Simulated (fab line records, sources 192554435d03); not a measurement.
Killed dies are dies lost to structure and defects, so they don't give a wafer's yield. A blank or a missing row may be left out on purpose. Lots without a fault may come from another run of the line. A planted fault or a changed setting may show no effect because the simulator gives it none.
Chamber matching | flow n5_finfet | N5_BEOL_M14_ETCH_68 on rie_diel-06: 4 sister chambers
The step etches SOC in N2/H2, time 450 s. 8 wafers are shown with their chamber, then 10 later ones without.

WAFERS WITH THEIR CHAMBER
wafer  | chamber | drypump_motor_current_A (A) | showerhead_plenum_p_Torr (Torr)
L082.3 | 1       | 6.1                         | 2.42
L086.4 | 2       | 5.1                         | 2.58
L086.6 | 0       | 6.1                         | 2.68
L088.1 | 1       | 6.1                         | 2.42
L088.5 | 3       | 5.8                         | 2.66
L088.6 | 0       | 6.2                         | 2.68
L093.1 | 3       | 5.8                         | 2.65
L093.2 | 2       | 5.1                         | 2.57

WAFERS WITHOUT THEIR CHAMBER
wafer  | drypump_motor_current_A (A) | showerhead_plenum_p_Torr (Torr)
L093.3 | 6.1                         | 2.41
L093.4 | 6.1                         | 2.67
L093.5 | 6.1                         | 2.67
L093.6 | 5.8                         | 2.65
L092.2 | 6.1                         | 2.41
L092.3 | 6.1                         | 2.67
L092.4 | 5.8                         | 2.65
L097.1 | 6.1                         | 2.41
L097.3 | 6.1                         | 2.67
L097.4 | 6.2                         | 2.67

WHICH CHAMBER EACH WENT THROUGH
wafer  | from the rows above | in truth
L093.3 | 1                   | 1
L093.4 | 0                   | 0
L093.5 | 0                   | 0
L093.6 | 3                   | 3
L092.2 | 1                   | 1
L092.3 | 0                   | 0
L092.4 | 3                   | 3
L097.1 | 1                   | 1
L097.3 | 0                   | 0
L097.4 | 0                   | 0
Placed correctly: 10 of 10. Can't be placed from these rows: 0. Placed wrongly: 0.
How it was worked out, from the rows above alone: a wafer's distance from a chamber is the root of the sum, over the readings, of the square of ((its reading less the chamber's mean) divided by the reading's scatter). The wafer belongs to the nearest chamber; if the next one is less than 2 further off, it can't be placed. A chamber's mean is the mean of its shown wafers. The scatter: the root of (the sum of the squares of (reading less its chamber's mean) over the shown wafers, divided by (wafers less chambers)).
